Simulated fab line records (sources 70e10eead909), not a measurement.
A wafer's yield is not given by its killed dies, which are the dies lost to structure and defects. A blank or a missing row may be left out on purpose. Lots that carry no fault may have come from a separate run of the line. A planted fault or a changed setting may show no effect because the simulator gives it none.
fab line records	flow nandHarc
record: lots: 24	wafers: 72	lastDay: 33
route steps=1302 shown A_CONTACT@1011
lots untouched by any fault: they come from a run of this same line in which no faults occurred
startH: start of the lot's first displayed wafer, in hours after the record's first day	waitH: hours since the lot's step before	" identical to the entry in the row above	L1.1+2: one row covering several wafers at once	- no value present, or no start provided	* or withheld: withheld	< > ~ a bound
route shown NAME@n: NAME is a module with steps in the file, n the number in the route of the first one	usual: average and standard deviation across the fault-free wafers	same: alike in all rows	chamber/n: place in a boat	sites: the reading at each site	_std_site: standard deviation across them	_edge_site: mean of outer sites minus mean of inner sites	radiusMm: how far each site lies from the wafer's centre	mask NAME#n: copy n	behind: the last tool/chamber to shape the wafer	hold: what put the lot on hold/how long, in hours/how the hold closed	device: whichever transistor did not switch (one of n, p or np)	end of line: tests of these same wafers at the route's end	for a step that has no rows: nothing shown but its recipe	killed: not the wafer's yield, but the dies lost to structure and defects at the first sort	map: a wafer's dies, marking killed ones x, the rest . and places with no die _
set.NAME: the setting as run; set.NAME@STEP: as run at that earlier step	model.NAME: the simulator's own value behind a step, which no gauge read
a sample of lots followed through the steps of the route, with each step as a table and each wafer as a row
services: when a tool's chamber went out of use (startH, in hours from the record's first day, below 0 if earlier), for how many hours, and the reason
== steps ==
step: NHARC_A_CONTACT_ETCH_117
recipe: sourceW: withheld	pressureMtorr: 20	biasV: 3000	timeS: 190	targetDepthA: 18500	arFlowSccm: withheld	c4f8FlowSccm: withheld	o2FlowSccm: withheld	chemistry: C4F8/O2/Ar
usual: chamberPressureMTorr: 19.998/0.019
lot.wafer	tool	chamber	startH	waitH	chamberPressureMTorr	rfHoursCounterH
L074.2	harCapEtch-03	0	481.82	0.1	19.981	38
L074.1	"	1	"	"	19.986	38
L074.4	"	1	"	"	19.986	-
L075.2	harCapEtch-02	1	498.30	0.1	19.966	81
L075.5	"	1	"	"	19.995	-
L075.6	"	0	"	"	19.990	-
L076.1	harCapEtch-03	0	507.30	0.1	20.014	43
L076.2	"	1	"	"	20.019	43
L076.5	"	1	"	"	19.966	-
L077.2	harCapEtch-02	0	508.15	0.2	19.996	84
L077.3	"	1	"	"	20.020	-
L077.6	"	1	"	"	20.010	-
L078.1	harCapEtch-03	0	528.30	0.1	19.993	49
L078.3	"	1	"	"	20.005	-
L078.5	"	0	"	"	19.993	-
L079.2	harCapEtch-03	1	541.45	0.1	19.997	51
L079.6	"	1	"	"	20.038	-
L079.5	"	0	"	"	20.013	-
L081.4	harCapEtch-01	1	566.29	0.1	19.972	-
L081.3	"	0	"	"	19.992	-
L081.6	"	1	"	"	20.008	-
L082.1	harCapEtch-02	1	567.15	0.1	19.966	93
L082.4	"	0	"	"	20.021	-
L082.6	"	0	"	"	19.978	-
L080.1	harCapEtch-03	1	573.03	0.1	19.991	55
L080.3	"	0	"	"	19.991	-
L080.5	"	1	"	"	19.972	-
L083.2	harCapEtch-01	1	595.33	0.1	20.001	11
L083.4	"	0	"	"	20.005	-
L083.6	"	0	"	"	20.012	-
L085.1	harCapEtch-02	1	595.56	0.1	19.981	99
L085.2	"	0	"	"	20.019	99
L085.3	"	0	"	"	20.011	-
L084.2	harCapEtch-02	0	613.26	0.1	19.990	101
L084.3	"	0	"	"	19.964	-
L084.5	"	0	"	"	19.974	-
L086.3	harCapEtch-03	1	622.35	0.1	19.996	-
L086.6	"	1	"	"	19.984	-
L086.5	"	0	"	"	19.980	-
L087.2	harCapEtch-01	1	637.59	0.1	19.995	18
L087.1	"	0	"	"	19.966	18
L087.6	"	1	"	"	20.014	-
L089.1	harCapEtch-03	1	640.58	0.1	19.988	67
L089.3	"	1	"	"	20.006	-
L089.6	"	0	"	"	19.985	-
L090.1	harCapEtch-02	0	641.02	0.1	20.000	105
L090.3	"	1	"	"	20.005	-
L090.5	"	1	"	"	19.976	-
L088.4	harCapEtch-03	0	647.37	0.1	19.993	-
L088.5	"	1	"	"	20.017	-
L088.6	"	0	"	"	20.000	-
L091.4	harCapEtch-01	0	666.52	0.1	20.004	-
L091.3	"	1	"	"	20.006	-
L091.6	"	0	"	"	19.999	-
L093.1	harCapEtch-03	0	681.18	0.1	19.984	76
L093.2	"	1	"	"	19.976	76
L093.3	"	0	"	"	20.015	-
L094.1	harCapEtch-01	0	681.55	0.1	20.004	27
L094.2	"	1	"	"	19.999	27
L094.4	"	1	"	"	19.988	-
L092.1	harCapEtch-02	1	685.42	0.1	19.991	113
L092.2	"	0	"	"	20.007	113
L092.3	"	1	"	"	19.968	-
L095.2	harCapEtch-03	0	695.99	0.1	19.978	80
L095.3	"	1	"	"	19.989	-
L095.6	"	1	"	"	20.016	-
L097.2	harCapEtch-03	1	709.41	0.1	19.967	83
L097.3	"	0	"	"	19.982	-
L097.6	"	0	"	"	19.968	-
L096.1	harCapEtch-01	1	709.65	0.1	20.000	35
L096.2	"	0	"	"	19.979	35
L096.6	"	0	"	"	20.000	-
step: NHARC_A_CONTACT_ETCH_118
recipe: sourceW: withheld	pressureMtorr: 20	biasV: 3000	timeS: 190	targetDepthA: 18500	arFlowSccm: withheld	c4f8FlowSccm: withheld	o2FlowSccm: withheld	chemistry: C4F8/O2/Ar
usual: chamberPressureMTorr: 20.001/0.019
lot.wafer	tool	chamber	startH	waitH	chamberPressureMTorr	rfHoursCounterH
L074.2	harCapEtch-03	0	481.99	0.1	19.975	38
L074.1	"	1	"	"	20.028	38
L074.4	"	1	"	"	19.992	-
L075.2	harCapEtch-02	1	498.48	0.1	20.034	81
L075.5	"	1	"	"	19.989	-
L075.6	"	0	"	"	20.018	-
L076.1	harCapEtch-03	0	507.46	0.1	20.012	44
L076.2	"	1	"	"	19.988	44
L076.5	"	1	"	"	20.004	-
L077.2	harCapEtch-02	0	508.38	0.2	19.999	84
L077.3	"	1	"	"	19.977	-
L077.6	"	1	"	"	20.020	-
L078.1	harCapEtch-03	0	528.48	0.1	20.007	49
L078.3	"	1	"	"	19.975	-
L078.5	"	0	"	"	19.992	-
L079.2	harCapEtch-03	1	541.62	0.1	19.988	51
L079.6	"	1	"	"	19.971	-
L079.5	"	0	"	"	19.994	-
L081.4	harCapEtch-01	1	566.46	0.1	20.007	-
L081.3	"	0	"	"	19.982	-
L081.6	"	1	"	"	20.010	-
L082.1	harCapEtch-02	1	567.33	0.1	20.031	93
L082.4	"	0	"	"	19.998	-
L082.6	"	0	"	"	19.971	-
L080.1	harCapEtch-03	1	573.20	0.1	20.006	55
L080.3	"	0	"	"	20.004	-
L080.5	"	1	"	"	20.006	-
L083.2	harCapEtch-01	1	595.50	0.1	19.985	11
L083.4	"	0	"	"	19.995	-
L083.6	"	0	"	"	19.993	-
L085.1	harCapEtch-02	1	595.73	0.1	20.022	99
L085.2	"	0	"	"	19.998	99
L085.3	"	0	"	"	19.990	-
L084.2	harCapEtch-02	0	613.43	0.1	20.003	101
L084.3	"	0	"	"	19.996	-
L084.5	"	0	"	"	20.043	-
L086.3	harCapEtch-03	1	622.52	0.1	20.003	-
L086.6	"	1	"	"	19.970	-
L086.5	"	0	"	"	20.020	-
L087.2	harCapEtch-01	1	637.77	0.1	19.983	18
L087.1	"	0	"	"	19.983	18
L087.6	"	1	"	"	20.029	-
L089.1	harCapEtch-03	1	640.75	0.1	20.016	67
L089.3	"	1	"	"	19.989	-
L089.6	"	0	"	"	20.002	-
L090.1	harCapEtch-02	0	641.19	0.1	19.977	105
L090.3	"	1	"	"	20.000	-
L090.5	"	1	"	"	19.987	-
L088.4	harCapEtch-03	0	647.54	0.1	20.005	-
L088.5	"	1	"	"	19.994	-
L088.6	"	0	"	"	19.986	-
L091.4	harCapEtch-01	0	666.69	0.1	20.001	-
L091.3	"	1	"	"	19.979	-
L091.6	"	0	"	"	20.013	-
L093.1	harCapEtch-03	0	681.35	0.1	20.003	76
L093.2	"	1	"	"	20.015	76
L093.3	"	0	"	"	19.983	-
L094.1	harCapEtch-01	0	681.73	0.1	19.980	28
L094.2	"	1	"	"	19.993	28
L094.4	"	1	"	"	20.008	-
L092.1	harCapEtch-02	1	685.59	0.1	20.026	114
L092.2	"	0	"	"	20.003	114
L092.3	"	1	"	"	19.998	-
L095.2	harCapEtch-03	0	696.16	0.1	20.000	80
L095.3	"	1	"	"	20.007	-
L095.6	"	1	"	"	19.988	-
L097.2	harCapEtch-03	1	709.58	0.1	19.956	83
L097.3	"	0	"	"	20.006	-
L097.6	"	0	"	"	20.004	-
L096.1	harCapEtch-01	1	709.82	0.1	20.003	35
L096.2	"	0	"	"	20.009	35
L096.6	"	0	"	"	20.014	-
step: NHARC_A_CONTACT_ETCH_102
recipe: targetDepthA: 1000	overetchA: 100	timeS: 55	ionEnergyEv: 100	cf4FlowSccm: 80	o2FlowSccm: 20	arFlowSccm: 0	rfW: 300	biasW: 100	chemistry: CF4/O2
usual: cf4FlowSccm: 79.97/0.23	chamberPressureMTorr: 29.999/0.027	drypumpMotorCurrentA: 5.8/0.38	oesProductAu: 1.001/0.009	rfVppV: 198.6/1.5	showerheadPlenumPTorr: 1.38/0.058	throttleValvePct: 13.398/0.0092
lot.wafer	tool	chamber	startH	waitH	cf4FlowSccm	chamberPressureMTorr	drypumpMotorCurrentA	oesProductAu	rfHoursCounterH	rfVppV	showerheadPlenumPTorr	throttleValvePct
L074.2	rieDiel-05	1	484.34	0.1	80.11	29.975	6.5	0.999	8	198.6	1.41	13.391
L074.1	"	2	"	"	80.22	29.953	5.7	0.994	14	200.9	1.44	13.397
L074.4	"	0	"	"	79.85	30.041	5.4	1.005	12	199.6	1.42	13.404
L075.2	rieDiel-05	3	501.23	0.4	79.65	30.011	5.9	0.988	14	199.6	1.36	13.404
L075.5	"	3	"	"	80.01	29.982	5.8	0.995	-	198.6	1.36	13.398
L075.6	"	0	"	"	80.25	30.000	5.4	0.997	-	200.2	1.42	13.387
L076.1	rieDiel-06	0	509.82	0.1	80.18	30.015	5.6	1.003	8	197.3	1.28	13.396
L076.2	"	1	"	"	79.79	29.945	5.7	0.990	8	198.4	1.33	13.393
L076.5	"	3	"	"	79.89	29.986	5.9	0.987	-	196.1	1.28	13.407
L077.2	rieDiel-05	2	511.14	0.1	79.99	29.988	5.7	1.008	17	198.7	1.44	13.387
L077.3	"	3	"	"	79.80	29.957	5.9	1.004	15	197.0	1.36	13.382
L077.6	"	2	"	"	79.62	30.017	5.7	1.004	-	199.7	1.44	13.397
L078.1	rieDiel-12	3	530.83	0.1	80.29	30.031	5.8	1.019	26	200.1	1.44	13.391
L078.3	"	0	"	"	79.75	29.970	5.9	0.996	26	199.5	1.43	13.403
L078.5	"	1	"	"	79.91	29.982	5.8	0.977	-	199.5	1.37	13.406
L079.2	rieDiel-06	1	544.03	0.1	80.18	30.007	5.7	0.984	21	198.5	1.32	13.412
L079.5	"	3	"	"	79.94	29.975	5.9	0.996	-	196.9	1.28	13.400
L079.6	"	0	"	"	80.01	30.028	5.6	1.007	-	196.8	1.27	13.381
L081.4	rieDiel-05	2	568.75	0.1	79.98	29.994	5.7	0.997	24	200.5	1.44	13.389
L081.3	"	3	"	"	80.10	30.005	5.9	0.998	22	198.3	1.36	13.389
L081.6	"	2	"	"	79.84	29.981	5.8	0.991	-	198.5	1.44	13.392
L082.4	rieDiel-05	2	569.66	0.0	80.19	29.981	5.7	0.989	24	199.4	1.44	13.404
L082.1	"	0	"	"	80.03	29.979	5.5	0.993	22	200.2	1.41	13.401
L082.6	"	2	"	"	80.12	30.062	5.7	0.982	-	201.4	1.44	13.404
L080.1	rieDiel-06	1	575.67	0.1	79.78	30.012	5.7	1.010	30	196.5	1.32	13.407
L080.3	"	2	"	"	80.06	29.972	5.0	1.005	30	199.7	1.41	13.408
L080.5	"	1	"	"	79.76	30.028	5.7	1.001	-	197.7	1.32	13.402
L083.4	rieDiel-06	0	597.88	0.1	80.00	29.984	5.6	1.006	40	197.3	1.27	13.372
L083.2	"	1	"	"	80.25	29.955	5.7	0.997	40	197.9	1.32	13.406
L083.6	"	3	"	"	79.84	29.966	5.9	0.998	-	197.0	1.28	13.384
L085.1	rieDiel-05	0	598.07	0.1	80.22	30.030	5.4	1.013	0	199.2	1.41	13.407
L085.2	"	1	"	"	79.95	30.010	6.6	1.004	0	199.4	1.41	13.405
L085.3	"	3	"	"	80.08	30.025	5.9	1.000	0	198.5	1.35	13.407
L084.2	rieDiel-05	3	615.80	0.1	79.78	30.002	5.8	0.993	2	198.2	1.35	13.410
L084.3	"	0	"	"	79.72	29.948	5.4	1.011	2	199.6	1.41	13.400
L084.5	"	2	"	"	79.74	30.010	5.8	1.006	-	198.7	1.44	13.412
L086.3	rieDiel-05	3	624.88	0.1	80.28	29.989	5.8	1.007	4	198.0	1.35	13.403
L086.5	"	3	"	"	80.40	30.031	5.9	1.006	-	197.0	1.35	13.409
L086.6	"	0	"	"	79.65	30.001	5.5	1.004	-	199.2	1.41	13.401
L087.1	rieDiel-05	2	640.11	0.0	79.63	29.964	5.7	0.997	8	198.5	1.44	13.404
L087.2	"	0	"	"	79.86	30.044	5.4	1.000	8	201.5	1.41	13.387
L087.6	"	2	"	"	79.98	29.956	5.7	0.999	-	201.5	1.44	13.391
L089.3	rieDiel-06	1	643.06	0.1	80.12	29.992	5.7	0.995	58	197.2	1.32	13.397
L089.1	"	2	"	"	80.17	30.012	5.0	1.002	56	198.6	1.41	13.390
L089.6	"	1	"	"	80.07	30.021	5.7	1.007	-	197.7	1.32	13.403
L090.3	rieDiel-05	2	643.56	0.1	80.18	29.986	5.7	1.007	8	199.9	1.44	13.387
L090.1	"	3	"	"	80.06	30.010	5.8	0.999	7	198.8	1.35	13.402
L090.5	"	0	"	"	80.06	30.043	5.5	1.007	-	197.0	1.41	13.397
L088.4	rieDiel-05	1	649.80	0.1	79.57	30.002	6.6	0.989	11	199.8	1.40	13.417
L088.6	"	3	"	"	79.90	29.991	5.9	1.009	-	197.7	1.35	13.397
L088.5	"	0	"	"	79.98	30.015	5.4	1.014	-	200.3	1.41	13.412
L091.3	rieDiel-05	0	669.01	0.1	79.74	30.000	5.5	1.004	13	198.2	1.41	13.398
L091.6	"	0	"	"	79.76	29.976	5.5	1.005	-	197.0	1.41	13.397
L091.4	"	2	"	"	79.95	30.020	5.7	1.007	-	199.9	1.44	13.383
L093.2	rieDiel-12	2	683.68	0.1	80.09	29.971	6.2	1.014	15	196.7	1.26	13.388
L093.3	"	3	"	"	79.90	30.042	5.8	1.010	15	199.7	1.43	13.388
L093.1	"	1	"	"	79.66	30.034	5.8	0.986	18	198.1	1.36	13.375
L094.2	rieDiel-06	0	684.07	0.1	80.05	29.960	5.6	1.016	3	195.1	1.26	13.395
L094.4	"	1	"	"	79.90	29.965	5.7	1.010	3	197.3	1.31	13.395
L094.1	"	2	"	"	79.68	29.945	5.0	1.013	3	200.3	1.41	13.388
L092.3	rieDiel-05	1	688.00	0.1	79.35	30.016	6.6	1.011	18	198.9	1.40	13.385
L092.1	"	2	"	"	79.79	30.003	5.7	1.003	19	199.2	1.44	13.384
L092.2	"	3	"	"	79.72	30.000	5.9	1.013	17	198.0	1.35	13.396
L095.2	rieDiel-12	1	698.50	0.1	79.48	30.022	5.8	0.977	22	200.3	1.36	13.402
L095.3	"	2	"	"	79.73	30.007	6.2	1.011	20	196.1	1.26	13.408
L095.6	"	0	"	"	79.91	29.988	5.9	0.979	-	199.7	1.42	13.395
L097.3	rieDiel-05	2	712.00	0.1	80.38	30.052	5.7	0.992	26	199.1	1.43	13.409
L097.2	"	1	"	"	80.40	29.967	6.6	0.996	24	199.6	1.40	13.396
L097.6	"	3	"	"	80.05	29.957	5.9	0.997	-	197.7	1.35	13.398
L096.1	rieDiel-05	2	712.57	0.2	80.07	29.993	5.7	1.007	26	199.2	1.43	13.406
L096.2	"	1	"	"	80.19	30.030	6.6	1.003	24	198.4	1.40	13.383
L096.6	"	2	"	"	80.22	29.999	5.7	1.009	-	200.2	1.43	13.397
step: NHARC_A_CONTACT_STRIP_55
recipe: o2FlowSccm: 500	arFlowSccm: 0	biasW: 0	chemistry: O2
usual: chamberPressureMTorr: 59.99/0.044	drypumpMotorCurrentA: 5.8/0.38	oesProductAu: 1.001/0.0095	rfVppV: 58.0/0.86	showerheadPlenumPTorr: 3.63/0.14	throttleValvePct: 17.037/0.0084
lot.wafer	tool	chamber	startH	waitH	chamberPressureMTorr	drypumpMotorCurrentA	oesProductAu	rfHoursCounterH	rfVppV	showerheadPlenumPTorr	throttleValvePct
L074.4	rieDiel-05	1	-	-	60.00	6.6	0.996	8	57.1	3.71	17.043
L074.1	"	2	"	"	59.98	5.8	1.003	14	58.3	3.80	17.030
L074.2	"	0	"	"	59.89	5.5	1.000	12	59.6	3.73	17.055
L075.2	rieDiel-05	3	-	-	59.98	5.9	0.991	14	58.7	3.58	17.046
L075.6	"	2	"	"	60.00	5.7	1.004	-	58.7	3.80	17.026
L075.5	"	3	"	"	59.99	5.8	0.991	-	57.5	3.58	17.035
L076.1	rieDiel-06	2	-	-	60.08	5.0	0.996	8	58.8	3.74	17.035
L076.2	"	0	"	"	59.94	5.6	1.015	8	56.9	3.38	17.022
L076.5	"	2	"	"	59.99	5.0	1.002	-	60.6	3.74	17.038
L077.3	rieDiel-05	1	-	-	59.95	6.6	1.002	12	58.7	3.71	17.034
L077.2	"	2	"	"	60.01	5.8	1.009	17	58.1	3.80	17.040
L077.6	"	1	"	"	60.04	6.6	1.009	-	59.9	3.71	17.045
L078.3	rieDiel-12	0	-	-	60.03	5.9	0.997	26	58.2	3.76	17.049
L078.1	"	2	"	"	59.98	6.3	1.023	28	57.4	3.37	17.040
L078.5	"	0	"	"	60.00	5.9	0.990	-	58.4	3.76	17.022
L079.2	rieDiel-06	0	-	-	59.99	5.6	1.013	21	58.0	3.37	17.035
L079.6	"	3	"	"	60.01	5.9	0.990	-	58.2	3.39	17.041
L079.5	"	0	"	"	59.99	5.6	1.007	-	57.3	3.37	17.041
L081.4	rieDiel-05	0	-	-	60.02	5.5	0.985	22	58.4	3.73	17.033
L081.3	"	1	"	"	60.01	6.5	0.988	18	57.8	3.71	17.025
L081.6	"	3	"	"	60.02	5.8	0.991	-	58.9	3.58	17.027
L082.1	rieDiel-05	3	-	-	60.04	5.9	0.992	22	56.9	3.58	17.029
L082.4	"	1	"	"	60.06	6.6	0.991	18	58.5	3.71	17.034
L082.6	"	3	"	"	59.90	5.9	0.991	-	58.7	3.58	17.033
L080.1	rieDiel-06	1	-	-	60.07	5.7	0.999	30	58.0	3.50	17.038
L080.3	"	3	"	"	59.99	5.9	0.997	21	57.6	3.39	17.046
L080.5	"	0	"	"	59.99	5.6	1.005	-	58.0	3.37	17.032
L083.2	rieDiel-06	1	-	-	60.00	5.7	0.990	40	56.9	3.49	17.040
L083.4	"	2	"	"	59.96	5.1	0.984	36	57.2	3.72	17.041
L083.6	"	3	"	"	60.04	5.9	0.989	-	58.1	3.39	17.038
L085.1	rieDiel-05	1	-	-	59.98	6.6	1.005	0	56.7	3.71	17.028
L085.3	"	2	"	"	60.06	5.7	1.003	0	57.6	3.79	17.035
L085.2	"	3	"	"	59.96	5.9	1.006	0	59.7	3.58	17.023
L084.2	rieDiel-05	3	-	-	60.04	5.9	1.010	2	58.4	3.58	17.033
L084.3	"	1	"	"	60.06	6.6	1.008	2	57.8	3.71	17.026
L084.5	"	3	"	"	60.02	5.8	1.011	-	57.2	3.58	17.060
L086.3	rieDiel-05	0	-	-	60.00	5.5	0.999	4	58.4	3.72	17.050
L086.6	"	0	"	"	59.98	5.5	0.990	-	59.2	3.72	17.051
L086.5	"	1	"	"	60.00	6.6	1.004	-	58.1	3.70	17.037
L087.2	rieDiel-05	0	-	-	59.99	5.4	1.008	8	58.4	3.72	17.039
L087.1	"	1	"	"	59.97	6.6	0.989	9	57.2	3.70	17.029
L087.6	"	3	"	"	59.96	5.9	0.996	-	57.2	3.57	17.039
L089.3	rieDiel-06	0	-	-	59.97	5.6	1.019	56	56.1	3.36	17.042
L089.1	"	1	"	"	60.00	5.7	0.993	58	57.1	3.48	17.046
L089.6	"	0	"	"	59.99	5.6	1.014	-	57.3	3.36	17.033
L090.3	rieDiel-05	2	-	-	59.94	5.7	1.000	9	58.5	3.79	17.040
L090.1	"	1	"	"	59.96	6.6	0.996	9	58.5	3.70	17.043
L090.5	"	3	"	"	60.06	5.8	1.007	-	58.0	3.57	17.029
L088.4	rieDiel-05	0	-	-	59.97	5.5	1.017	9	58.4	3.72	17.050
L088.6	"	2	"	"	59.91	5.7	1.008	-	58.6	3.79	17.049
L088.5	"	3	"	"	59.98	5.9	1.011	-	58.3	3.57	17.048
L091.3	rieDiel-05	0	-	-	60.10	5.5	0.997	13	57.0	3.72	17.027
L091.4	"	2	"	"	59.89	5.8	1.004	-	57.5	3.78	17.032
L091.6	"	3	"	"	59.94	5.9	0.998	-	57.6	3.57	17.041
L093.2	rieDiel-12	0	-	-	60.02	5.9	0.983	17	58.1	3.73	17.036
L093.1	"	1	"	"	60.05	5.8	1.000	18	56.5	3.60	17.035
L093.3	"	2	"	"	59.93	6.2	1.019	15	58.6	3.34	17.033
L094.4	rieDiel-06	1	-	-	60.07	5.7	0.998	3	57.5	3.48	17.026
L094.1	"	2	"	"	59.92	5.0	1.011	3	58.5	3.71	17.043
L094.2	"	3	"	"	60.02	5.9	0.999	3	57.5	3.37	17.041
L092.3	rieDiel-05	1	-	-	60.01	6.6	1.005	18	57.5	3.70	17.030
L092.1	"	2	"	"	59.98	5.8	1.005	19	58.7	3.78	17.035
L092.2	"	3	"	"	60.01	5.9	1.002	17	58.1	3.57	17.033
L095.3	rieDiel-12	0	-	-	60.03	5.9	0.967	22	57.9	3.73	17.047
L095.2	"	1	"	"	59.97	5.8	0.985	22	58.3	3.59	17.051
L095.6	"	2	"	"	59.91	6.2	0.998	-	57.6	3.34	17.051
L097.3	rieDiel-05	2	-	-	59.98	5.7	1.002	26	57.7	3.78	17.040
L097.2	"	0	"	"	60.00	5.4	1.001	22	57.9	3.71	17.020
L097.6	"	1	"	"	59.99	6.5	1.005	-	58.0	3.69	17.042
L096.1	rieDiel-05	1	-	-	59.99	6.6	1.010	24	57.6	3.69	17.030
L096.2	"	2	"	"	60.02	5.7	1.005	26	58.7	3.78	17.052
L096.6	"	3	"	"	60.02	5.9	0.999	-	59.4	3.57	17.042
step: NHARC_A_CONTACT_INSPECT_10
usual: rawDefectCount: 81/40
lot.wafer	tool	chamber	startH	waitH	rawDefectCount
L074.1	defectInspect-02	-	498.26	0.0	62
L074.2	"	-	"	"	75
L074.4	"	-	"	"	76
L075.2	defectInspect-01	-	518.03	0.0	110
L075.5	"	-	"	"	130
L075.6	"	-	"	"	86
L076.1	defectInspect-01	-	524.35	0.0	95
L076.2	"	-	"	"	89
L076.5	"	-	"	"	93
L077.2	defectInspect-02	-	527.11	0.0	75
L077.3	"	-	"	"	68
L077.6	"	-	"	"	84
L078.1	defectInspect-02	-	543.15	0.0	107
L078.3	"	-	"	"	113
L078.5	"	-	"	"	104
L079.2	defectInspect-02	-	559.75	0.0	177
L079.5	"	-	"	"	178
L079.6	"	-	"	"	142
L081.3	defectInspect-01	-	582.85	0.0	17
L081.4	"	-	"	"	28
L081.6	"	-	"	"	27
L082.1	defectInspect-02	-	585.55	0.0	159
L082.4	"	-	"	"	164
L082.6	"	-	"	"	169
L080.1	defectInspect-01	-	588.82	0.0	71
L080.3	"	-	"	"	86
L080.5	"	-	"	"	70
L083.2	defectInspect-02	-	611.45	0.0	107
L083.4	"	-	"	"	132
L083.6	"	-	"	"	127
L085.1	defectInspect-01	-	612.13	0.0	70
L085.2	"	-	"	"	80
L085.3	"	-	"	"	61
L084.2	defectInspect-02	-	629.97	0.0	39
L084.3	"	-	"	"	37
L084.5	"	-	"	"	43
L086.3	defectInspect-01	-	640.09	0.0	27
L086.5	"	-	"	"	18
L086.6	"	-	"	"	21
L087.1	defectInspect-01	-	655.38	0.0	49
L087.2	"	-	"	"	44
L087.6	"	-	"	"	71
L089.1	defectInspect-01	-	657.00	0.0	112
L089.3	"	-	"	"	111
L089.6	"	-	"	"	121
L090.1	defectInspect-02	-	659.17	0.0	88
L090.3	"	-	"	"	100
L090.5	"	-	"	"	103
L088.4	defectInspect-01	-	663.48	0.0	64
L088.5	"	-	"	"	68
L088.6	"	-	"	"	63
L091.3	defectInspect-01	-	684.45	0.0	66
L091.4	"	-	"	"	55
L091.6	"	-	"	"	51
L093.1	defectInspect-01	-	696.21	0.0	87
L093.2	"	-	"	"	84
L093.3	"	-	"	"	56
L094.1	defectInspect-01	-	699.57	0.0	137
L094.2	"	-	"	"	106
L094.4	"	-	"	"	100
L092.1	defectInspect-01	-	702.53	0.0	55
L092.2	"	-	"	"	70
L092.3	"	-	"	"	68
L095.2	defectInspect-01	-	711.93	0.0	34
L095.3	"	-	"	"	34
L095.6	"	-	"	"	43
L097.2	defectInspect-01	-	728.56	0.0	147
L097.3	"	-	"	"	121
L097.6	"	-	"	"	125
L096.1	defectInspect-01	-	730.27	0.0	25
L096.2	"	-	"	"	15
L096.6	"	-	"	"	13
step: NHARC_A_CONTACT_ETCH_137
recipe: sourceW: withheld	pressureMtorr: 20	biasV: 1200	timeS: 311	targetDepthA: 19120	arFlowSccm: withheld	c4f8FlowSccm: withheld	o2FlowSccm: withheld	chemistry: C4F8/O2/Ar
usual: chamberPressureMTorr: 20.002/0.02
lot.wafer	tool	chamber	startH	waitH	chamberPressureMTorr	rfHoursCounterH
L074.2	harCapEtch-03	1	500.20	0.2	19.995	42
L074.1	"	0	"	"	20.015	42
L074.4	"	0	"	"	19.988	-
L075.2	harCapEtch-03	1	519.99	0.2	20.016	47
L075.5	"	0	"	"	19.997	-
L075.6	"	1	"	"	19.993	-
L076.1	harCapEtch-02	0	526.30	0.2	20.010	88
L076.2	"	1	"	"	20.018	88
L076.5	"	1	"	"	20.004	-
L077.2	harCapEtch-01	1	529.40	0.2	19.978	2
L077.3	"	0	"	"	19.993	-
L077.6	"	0	"	"	20.007	-
L078.1	harCapEtch-01	0	545.11	0.2	19.970	4
L078.3	"	1	"	"	19.989	-
L078.5	"	1	"	"	20.004	-
L079.2	harCapEtch-03	1	561.72	0.2	19.989	53
L079.5	"	0	"	"	19.958	-
L079.6	"	1	"	"	20.020	-
L081.3	harCapEtch-01	0	584.87	0.2	20.016	-
L081.4	"	1	"	"	19.974	-
L081.6	"	1	"	"	20.008	-
L082.1	harCapEtch-02	1	587.53	0.2	20.017	97
L082.4	"	1	"	"	19.949	-
L082.6	"	0	"	"	20.013	-
L080.1	harCapEtch-03	1	590.79	0.2	20.007	59
L080.3	"	0	"	"	20.003	-
L080.5	"	1	"	"	19.986	-
L083.2	harCapEtch-03	0	613.37	0.2	19.985	62
L083.4	"	0	"	"	20.031	-
L083.6	"	0	"	"	19.983	-
L085.1	harCapEtch-01	1	614.06	0.2	19.996	15
L085.2	"	0	"	"	20.017	15
L085.3	"	1	"	"	20.033	-
L084.2	harCapEtch-03	0	632.46	0.2	20.008	65
L084.3	"	0	"	"	19.973	-
L084.5	"	0	"	"	19.990	-
L086.3	harCapEtch-01	0	642.11	0.2	20.019	-
L086.6	"	0	"	"	20.032	-
L086.5	"	1	"	"	19.965	-
L087.1	harCapEtch-02	0	657.32	0.2	20.011	109
L087.2	"	1	"	"	20.000	109
L087.6	"	1	"	"	20.006	-
L089.1	harCapEtch-03	1	658.96	0.2	20.008	73
L089.3	"	1	"	"	20.000	-
L089.6	"	1	"	"	20.021	-
L090.1	harCapEtch-02	0	661.15	0.2	19.981	110
L090.3	"	1	"	"	20.013	-
L090.5	"	0	"	"	20.009	-
L088.4	harCapEtch-03	1	666.39	0.2	19.999	-
L088.5	"	1	"	"	20.000	-
L088.6	"	0	"	"	20.012	-
L091.4	harCapEtch-03	1	686.45	0.2	20.014	-
L091.3	"	0	"	"	19.977	-
L091.6	"	0	"	"	20.003	-
L093.1	harCapEtch-02	1	698.27	0.2	20.026	117
L093.2	"	0	"	"	19.991	117
L093.3	"	1	"	"	20.019	-
L094.2	harCapEtch-03	0	701.52	0.2	20.029	82
L094.1	"	1	"	"	19.981	82
L094.4	"	0	"	"	19.982	-
L092.2	harCapEtch-01	0	704.47	0.2	19.962	33
L092.1	"	1	"	"	20.010	33
L092.3	"	1	"	"	19.988	-
L095.2	harCapEtch-02	1	714.16	0.2	19.969	120
L095.3	"	1	"	"	20.026	-
L095.6	"	1	"	"	20.000	-
L097.2	harCapEtch-02	0	730.55	0.2	19.989	122
L097.3	"	1	"	"	20.017	-
L097.6	"	0	"	"	19.998	-
L096.2	harCapEtch-03	1	732.27	0.2	20.009	87
L096.1	"	0	"	"	19.988	87
L096.6	"	0	"	"	20.025	-
== services ==
tool	chamber	startH	hours	kind
rieDiel-05	1	464.61	10.0	repair
rieDiel-05	0	464.68	-	clean
rieDiel-05	2	464.68	-	clean
rieDiel-05	3	464.68	-	clean
rieDiel-12	1	466.41	5.9	repair
rieDiel-06	-	484.22	9.0	pm
rieDiel-05	0	489.18	-	clean
rieDiel-05	1	489.18	-	clean
rieDiel-05	2	489.18	-	clean
rieDiel-05	3	489.18	-	clean
rieDiel-06	3	496.22	11.6	repair
harCapEtch-01	-	499.04	17.0	pm
rieDiel-05	0	513.68	-	clean
rieDiel-05	1	513.68	-	clean
rieDiel-05	-	552.11	0.1	repair
rieDiel-06	3	554.15	5.6	repair
rieDiel-05	-	583.82	9.0	pm
harCapEtch-03	-	596.57	0.5	repair
rieDiel-12	-	622.92	9.0	pm
harCapEtch-02	-	623.39	1.3	repair
rieDiel-06	-	661.27	9.0	pm
rieDiel-05	1	666.27	8.2	repair
rieDiel-06	3	716.09	3.7	repair
rieDiel-06	0	719.90	6.0	repair
== key ==
fault none
